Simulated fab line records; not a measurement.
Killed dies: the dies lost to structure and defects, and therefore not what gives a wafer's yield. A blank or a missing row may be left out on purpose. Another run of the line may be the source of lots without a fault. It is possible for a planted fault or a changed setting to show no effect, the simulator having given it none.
Which tool is to blame? -- flow nand-harc -- 42 wafers from 14 lots sampled at 5 of the route's 1302 steps

WHAT EACH GAUGE READ, for each wafer
NHARC_END_SORT_01.
lot,measured,on,killed-at-array,killed-at-other,killed-at-periphery,killed-dies,killed-open,killed-short
L511,day 27 10:53,prober-02,665 661 664,1 6 4,6 4 2,672 671 670,1 5 5,3 2 2
L512,day 28 04:38,prober-02,669 673 663,4 0 1,4 3 1,677 676 665,7 2 3,0 2 4

TOOL THAT RAN EACH LOT (tool first, then ch and the chambers of the sampled wafers, then the start)
lot,NHARC_A_CONTACT_DEP_84,NHARC_THIN_TSV_DESCUM_14,NHARC_THIN_TSV_ANNEAL_52,NHARC_THIN_TSV_CMP_21
L506,"acl-dep-03 ch 0, day 22 03:19","rie-diel-03 ch 0,3, day 23 16:52","rtp-anneal-01 ch 0, day 23 20:43","cmp-01 ch 0,1,3, day 23 21:02"
L505,"acl-dep-02 ch 0, day 22 03:58","rie-diel-04 ch 0,2,3, day 23 15:38","rtp-anneal-02 ch 0, day 23 19:26","cmp-02 ch 0,1,3, day 23 19:47"
L507,"acl-dep-01 ch 0, day 23 21:28","rie-diel-03 ch 1,2,3, day 25 11:03","rtp-anneal-02 ch 0, day 25 14:55","cmp-01 ch 0,1,2, day 25 15:14"
L508,"acl-dep-02 ch 0, day 23 22:43","rie-diel-03 ch 0,2,3, day 25 09:53","rtp-anneal-01 ch 0, day 25 13:48","cmp-02 ch 0,1,3, day 25 14:13"
L510,"acl-dep-02 ch 0, day 24 01:02","rie-diel-03 ch 0,2,3, day 25 12:16","rtp-anneal-01 ch 0, day 25 16:19","cmp-01 ch 0,2,3, day 25 16:34"
L509,"acl-dep-03 ch 0, day 24 16:02","rie-diel-03 ch 0,1, day 26 05:17","rtp-anneal-02 ch 0, day 26 09:04","cmp-02 ch 1,2, day 26 09:26"
L511,"acl-dep-02 ch 0, day 25 05:55",-,-,-
L512,"acl-dep-02 ch 0, day 26 00:09",-,-,-
L521,"acl-dep-03 ch 0, day 28 08:02","rie-diel-11 ch 1,2,3, day 30 01:42","rtp-anneal-02 ch 0, day 30 05:31","cmp-02 ch 0,2,3, day 30 05:49"
L522,"acl-dep-02 ch 0, day 29 14:55","rie-diel-03 ch 0,1,2, day 31 03:56","rtp-anneal-01 ch 0, day 31 07:47","cmp-03 ch 0,1,3, day 31 08:05"
L524,"acl-dep-03 ch 0, day 30 15:42","rie-diel-04 ch 1,2,3, day 32 11:50","rtp-anneal-02 ch 0, day 32 15:38","cmp-02 ch 1,2,3, day 32 15:58"
L525,"acl-dep-02 ch 0, day 30 19:37","rie-diel-11 ch 0,3, day 32 13:10","rtp-anneal-02 ch 0, day 32 17:11","cmp-03 ch 1,2, day 32 17:29"
L526,"acl-dep-03 ch 0, day 30 20:33","rie-diel-03 ch 0,3, day 32 14:21","rtp-anneal-01 ch 0, day 32 18:13","cmp-02 ch 1,3, day 32 18:30"
L527,"acl-dep-01 ch 0, day 32 01:20","rie-diel-04 ch 0,2,3, day 33 22:17","rtp-anneal-01 ch 0, day 34 02:05","cmp-02 ch 1,3, day 34 02:23"
- NHARC_A_CONTACT_DEP_84: deposits aC, target thk 2800 nm.
- NHARC_THIN_TSV_DESCUM_14: chemistry O2, time 3 s.
- NHARC_THIN_TSV_ANNEAL_52: time 90 s.
- NHARC_THIN_TSV_CMP_21: polishes, t overpolish 30 s, target thk 2000 nm.

AS READ BY THE TOOLS THEMSELVES (means over the sampled wafers that have a number; for cases with no such wafer, the mark the record gives instead)
NHARC_A_CONTACT_DEP_84.
lot,tool,throttle-valve-pct (%)
L506,acl-dep-03,34.999
L505,acl-dep-02,35.005
L507,acl-dep-01,35.009
L508,acl-dep-02,35.008
L510,acl-dep-02,35.004
L509,acl-dep-03,34.998
L511,acl-dep-02,35.004
L512,acl-dep-02,34.996
L521,acl-dep-03,34.997
L522,acl-dep-02,35.004
L524,acl-dep-03,34.999
L525,acl-dep-02,34.995
L526,acl-dep-03,35.012
L527,acl-dep-01,35.006

NHARC_THIN_TSV_DESCUM_14.
lot,tool,drypump-motor-current-A (A),oes-product-au (a.u.),rf-vpp-V (V),showerhead-plenum-p-Torr (Torr),throttle-valve-pct (%)
L506,rie-diel-03,5.3,0.993,57.3,1.89,11.312
L505,rie-diel-04,5.5,0.995,57.6,1.93,11.317
L507,rie-diel-03,6.1,0.988,57.2,1.86,11.314
L508,rie-diel-03,5.7,0.996,58.4,1.88,11.305
L510,rie-diel-03,5.6,1.000,58.3,1.88,11.321
L509,rie-diel-03,5.3,1.002,57.6,1.81,11.314
L521,rie-diel-11,5.6,1.011,58.1,1.91,11.317
L522,rie-diel-03,5.7,0.994,57.1,1.80,11.308
L524,rie-diel-04,5.6,1.000,57.8,1.94,11.306
L525,rie-diel-11,5.2,1.007,56.6,1.86,11.306
L526,rie-diel-03,5.3,0.994,57.2,1.89,11.315
L527,rie-diel-04,5.5,0.992,58.7,1.92,11.309

NHARC_THIN_TSV_ANNEAL_52.
lot,tool,wafer_temp_C_max
L506,rtp-anneal-01,226.2
L505,rtp-anneal-02,226.3
L507,rtp-anneal-02,226.7
L508,rtp-anneal-01,225.8
L510,rtp-anneal-01,226.2
L509,rtp-anneal-02,226.4
L521,rtp-anneal-02,226.5
L522,rtp-anneal-01,225.8
L524,rtp-anneal-02,226.4
L525,rtp-anneal-02,226.5
L526,rtp-anneal-01,225.8
L527,rtp-anneal-01,225.5

NHARC_THIN_TSV_CMP_21.
lot,tool,motor-current-A (A),overpolish-run-s (s)
L506,cmp-01,10.3,29.999
L505,cmp-02,11.4,29.990
L507,cmp-01,10.7,29.999
L508,cmp-02,11.8,29.994
L510,cmp-01,10.8,30.003
L509,cmp-02,9.8,30.005
L521,cmp-02,12.3,30.007
L522,cmp-03,11.4,30.003
L524,cmp-02,11.2,29.998
L525,cmp-03,11.2,29.998
L526,cmp-02,10.6,30.003
L527,cmp-02,12.4,29.989

THE ANSWER, worked out from the rows above alone
Rule: what is usual is taken from the lots themselves. The widest of any qualifying gaps counts: lots, ordered by their means at a reading, are off when they make up no more than a third of the lots, leave a main group of 4 or more, and stand apart from it by 3 or more times the standard deviation of that group's means. A main group is skipped when, at the precision printed for the reading in the tables above, its means are all equal. A lot without any number at a reading at which 4 lots or more have one is off too. The other lots that the step has rows for count as sound. First the gauges in route order, then the tools' own readings, where a lot's mean is used as printed above. At the first step where some lot is off, the reading lying furthest off is the one used; lots without a number count as furthest.
Nothing can be told from this: no lot is off at any reading shown.

WHAT THE SIMULATOR PUT IN
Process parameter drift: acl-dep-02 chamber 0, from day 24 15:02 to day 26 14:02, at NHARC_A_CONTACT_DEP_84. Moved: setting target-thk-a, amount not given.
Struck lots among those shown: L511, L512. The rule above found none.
